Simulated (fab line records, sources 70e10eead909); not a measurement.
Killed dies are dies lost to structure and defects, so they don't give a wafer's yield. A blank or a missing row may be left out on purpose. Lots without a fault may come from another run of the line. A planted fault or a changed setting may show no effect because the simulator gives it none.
A struck lot beside a sound one | flow nand_harc | 15 steps out of a route of 1159
Sound: wafers L588.2, L588.3, L588.5. Struck: wafers L591.3, L591.5. (L591.6 of the same lot was not struck and is left out.) The cause comes at the end.
At each step with rows: each side's tool, then ch and its chambers, then its first start. Under that, the readings that differ: sound wafers | struck wafers | difference of the means | sigmas: that difference in standard deviations of wafers without a fault.
alike: readings whose means differ by less than 2 such deviations, and words and numbers that are the same on both sides. not compared: withheld readings, readings that some wafer has no value for, bounds like >300 that may hide the same value, and numbers for which the record gives no deviation and whose values overlap.
The two part at a step that has a row with sigmas, a row that says differs or no value, or rows on one side only. Numbers that don't overlap but have no deviation are shown without sigmas and don't part them. A reading that every wafer of one side lacks parts them only if that side has two wafers or more.

first, 8 steps without rows for these wafers: NHARC_A_SGD_CUT_COAT_56 (time 75 s); NHARC_A_SGD_CUT_COAT_57 (time 65 s); NHARC_A_SGD_CUT_COAT_03 (resist thk 90 nm); NHARC_A_SGD_CUT_SOFTBAKE_04 (time 55 s); NHARC_A_SGD_CUT_EBR_05; NHARC_A_SGD_CUT_EXPOSE_06 (exposes mask SGD); NHARC_A_SGD_CUT_PEB_07 (peb time 65 s); NHARC_A_SGD_CUT_DEVELOP_08 (develop time 35 s).
NHARC_A_SGD_CUT_CD_MEAS_09: target cd 100 nm.
  sound on cd_sem-02 ch 0, day 14 13:13; struck on cd_sem-03 ch 0, day 16 00:22
  alike: cd_nm
NHARC_A_SGD_CUT_OVL_MEAS_10:
  sound on overlay-02, day 14 13:18; struck on overlay-02, day 16 00:27
  reading           | sound        | struck    | difference | sigmas
  overlay_x_nm (nm) | -0.2 0.6 0.7 | -0.8 -1.2 | -1.4       | -2
  alike: overlay_y_nm
NHARC_A_SGD_CUT_INSPECT_11:
  sound on defect_inspect-02, day 14 13:20; struck on defect_inspect-01, day 16 00:29
  alike: raw_defect_count
NHARC_A_SGD_CUT_DESCUM_14: chemistry O2, time 3 s.
  sound on rie_diel-04 ch 0,2, day 14 13:25; struck on rie_diel-04 ch 3, day 16 00:33
  alike: drypump_motor_current_A, oes_product_au, rf_vpp_V, showerhead_plenum_p_Torr, throttle_valve_pct
  not compared: rf_hours_counter_h
NHARC_A_SGD_CUT_ETCH_58: etches the open film in CF4, target depth 39 nm, time 65 s.
  sound on rie_diel-04 ch 0,2,3, day 14 13:30; struck on rie_diel-04 ch 0, day 16 00:38
  reading          | sound          | struck    | difference | sigmas
  run_length_s (s) | 86.6 86.2 86.2 | 71.1 70.6 | -15.5      | -36
  alike: drypump_motor_current_A, oes_product_au, rf_vpp_V, showerhead_plenum_p_Torr, throttle_valve_pct
  not compared: rf_hours_counter_h
NHARC_A_SGD_CUT_ETCH_59: etches the open film in N2/H2, target depth 260 nm, time 406.25 s.
  sound on rie_diel-04 ch 0,1,2; struck on rie_diel-04 ch 1
  alike: drypump_motor_current_A, oes_product_au, rf_vpp_V, run_length_s, showerhead_plenum_p_Torr, throttle_valve_pct
  not compared: rf_hours_counter_h
-- the record jumps here: 6 days lie between the struck wafers' starts before and after (it left off in module A_SGD_CUT and takes up again in module END, whose first step shown is number 1159 of the route) --
NHARC_END_SORT_01:
  the record has rows for the struck wafers here (prober-01 ch 0, day 21 14:32) and none for the sound ones

WHERE THEY PART
First at NHARC_A_SGD_CUT_OVL_MEAS_10; last, within this record, at NHARC_END_SORT_01.

WHY: what the simulator had put in
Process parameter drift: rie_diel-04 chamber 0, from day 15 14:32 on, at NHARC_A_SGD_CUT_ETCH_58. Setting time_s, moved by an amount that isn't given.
